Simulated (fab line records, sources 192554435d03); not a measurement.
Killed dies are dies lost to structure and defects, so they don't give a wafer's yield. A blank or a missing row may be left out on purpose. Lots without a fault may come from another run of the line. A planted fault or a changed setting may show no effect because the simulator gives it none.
A struck lot beside a sound one | flow n5_finfet | 25 steps out of a route of 1938
Sound: wafers L145.1, L145.3, L145.6. Struck: wafers L154.2, L154.3, L154.6. The cause comes at the end.
At each step with rows: each side's tool, then ch and its chambers, then its first start. Under that, the readings that differ: sound wafers | struck wafers | difference of the means | sigmas: that difference in standard deviations of wafers without a fault.
alike: readings whose means differ by less than 2 such deviations, and words and numbers that are the same on both sides. not compared: withheld readings, readings that some wafer has no value for, bounds like >300 that may hide the same value, and numbers for which the record gives no deviation and whose values overlap.
The two part at a step that has a row with sigmas, a row that says differs or no value, or rows on one side only. Numbers that don't overlap but have no deviation are shown without sigmas and don't part them. A reading that every wafer of one side lacks parts them only if that side has two wafers or more.

N5_BEOL_M1_CO_CAP_55: material Co, precursor CCTBA/H2, target thk 2 nm, time 102.1 s.
  sound on cvd_co-01 ch 0,1,2, day 8 19:41; struck on cvd_co-02 ch 0,2, day 11 06:01
  alike: heater_power_outer_w, heater_power_w
then, 1 step without rows for these wafers: N5_BEOL_M1_PRE_CLEAN_56 (time 15 s).
N5_BEOL_M1_DEP_57: deposits SiCN from 3MS/NH3, target thk 8 nm, time 14 s.
  sound on pecvd-02 ch 0,1,2, day 8 19:47; struck on pecvd-01 ch 0,2, day 11 06:07
  alike: showerhead_plenum_p_Torr, throttle_valve_pct
N5_BEOL_M1_RS_MEAS_58: measures by four-point-probe.
  sound on film_metro-02, day 8 19:52; struck on film_metro-02, day 11 06:11
  alike: M1_RS
N5_BEOL_M1_INSPECT_59: inspects for defects (darkfield).
  sound on defect_inspect-02, day 8 19:53; struck on defect_inspect-02, day 11 06:13
  alike: raw_defect_count
N5_BEOL_M2_ILD_DEP_00: deposits SiOC from DEMS/O2, target thk 79 nm, time 15.3 s.
  sound on pecvd-01 ch 0,1,2, day 8 19:55; struck on pecvd-01 ch 0,1, day 11 06:15
  alike: heater_power_outer_w, heater_power_w, showerhead_plenum_p_Torr, throttle_valve_pct
N5_BEOL_M2_THK_MEAS_01:
  sound on film_metro-01, day 8 19:59; struck on film_metro-02, day 11 06:19
  alike: M2_ILD_THK
then, 1 step without rows for these wafers: N5_BEOL_M2_PECVD_72 (deposits SiO2 from TEOS/O2, target thk 16 nm, time 18 s).
N5_BEOL_M2_HM_DEP_02: deposits TiN, target thk 20 nm.
  sound on pvd_sputter-03, day 8 20:42; struck on pvd_sputter-01, day 11 06:25
  alike: throttle_valve_pct
then, 3 steps without rows for these wafers: N5_BEOL_M2_COAT_61 (time 60 s, resist thk 60 nm); N5_BEOL_M2_COAT_62 (time 60 s, resist thk 12 nm); N5_BEOL_M2_COAT_73 (time 60 s, resist thk 5 nm).
N5_BEOL_M2_COAT_05: resist thk 30 nm.
  sound on litho_track-04 ch 0, day 8 20:50; struck on litho_track-03 ch 0, day 11 06:33
  reading                                      | sound                | struck               | difference | sigmas
  dispense_pressure_kPa (kPa)                  | 50 50 51             | 59 59 59             | +9         | +2
  spin_speed_rpm (rpm)                         | 1498.9 1499.6 1500.3 | 1374.1 1373.6 1374.3 | -125.6     | -99 or more
  model.CAR-EUV_of_BEOL_M2_COAT_05.thk_nm (nm) | 30 30 29.8           | 31.4 31.4 31.4       | +1.5       |
  alike: exhaust_pa
then, 5 steps without rows for these wafers: N5_BEOL_M2_EBR_07; N5_BEOL_M2_SOFTBAKE_06 (time 60 s); N5_BEOL_M2_EXPOSE_08 (exposes mask M2); N5_BEOL_M2_PEB_09 (peb time 60 s); N5_BEOL_M2_DEVELOP_10 (develop time 30 s).
N5_BEOL_M2_CD_MEAS_11: target cd 16.79 nm.
  sound on cd_sem-03 ch 0, day 8 21:22; struck on cd_sem-02 ch 0, day 11 06:49
  alike: cd_nm
N5_BEOL_M2_OVL_MEAS_12:
  sound on overlay-02 ch 0, day 8 21:23; struck on overlay-01 ch 0, day 11 06:51
  alike: M2_OVL
N5_BEOL_M2_INSPECT_13: inspects for defects (brightfield).
  sound on defect_inspect-02, day 8 21:27; struck on defect_inspect-02, day 11 06:54
  alike: raw_defect_count
N5_BEOL_M2_DESCUM_16: chemistry O2, time 7 s.
  sound on rie_diel-05 ch 0,3, day 8 21:32; struck on rie_diel-04 ch 0,1,3, day 11 06:56
  reading                                      | sound    | struck         | difference | sigmas
  model.CAR-EUV_of_BEOL_M2_COAT_05.thk_nm (nm) | 26 26 26 | 27.4 27.4 27.4 | +1.4       |
  alike: drypump_motor_current_A, oes_product_au, rf_vpp_V, showerhead_plenum_p_Torr, throttle_valve_pct
  not compared: rf_hours_counter_h
N5_BEOL_M2_ETCH_74: etches underlayer in N2/H2, target depth 6.5 nm, time 5.2 s.
  sound on rie_diel-05 ch 0,3, day 8 21:35; struck on rie_diel-04 ch 0,1,3, day 11 06:58
  alike: drypump_motor_current_A, etch_rf_on_time_s, oes_product_au, rf_vpp_V, showerhead_plenum_p_Torr, throttle_valve_pct
  not compared: rf_hours_counter_h
-- the record jumps here: 2 days lie between the struck wafers' starts before and after (it left off in module BEOL_M2 and takes up again in module BEOL_M4, whose first step shown is number 1111 of the route) --
N5_BEOL_M4_RC_MEAS_101:
  sound on prober-02 ch 0, day 11 10:33; struck on prober-01 ch 0, day 13 12:05
  reading   | sound          | struck         | difference | sigmas
  VT_P (mV) | -252 -253 -252 | -243 -245 -245 | +8         | +2
  alike: DIBL_N, DIBL_P, IOFF_N, IOFF_P, ION_N, ION_P, SS_N, SS_P, VT_N
-- the record jumps here: 5 days lie between the struck wafers' starts before and after (it left off in module BEOL_M4 and takes up again in module PASSIVATION, whose first step shown is number 1936 of the route) --
N5_PASSIVATION_PROBE_49:
  sound on prober-02, day 15 12:09; struck on prober-01, day 18 12:05
  reading                 | sound       | struck      | difference | sigmas
  killed_at_M0_to_M3      | 59 36 71    | 23 31 21    | -30        | -3
  killed_on_rim           | 20 17 24    | 7 14 14     | -9         | -2
  sort_bin_5_function (%) | 7.4 6.4 7.9 | 4.1 5.5 5.8 | -2.1       | -2
  alike: defect_limited_yield, killed_at_M4_up, killed_at_contacts, killed_at_front_end, killed_at_other, killed_dies, killed_open, killed_short, sort_bin_4_leakage, sort_bin_6_memory, sort_bin_8_speed, sort_n_pass, sort_yield_pct

WHERE THEY PART
First at N5_BEOL_M2_COAT_05; last, within this record, at N5_PASSIVATION_PROBE_49.

WHY: what the simulator had put in
Process parameter drift: litho_track-03, from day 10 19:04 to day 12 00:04, at N5_BEOL_M2_COAT_05. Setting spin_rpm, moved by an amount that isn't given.
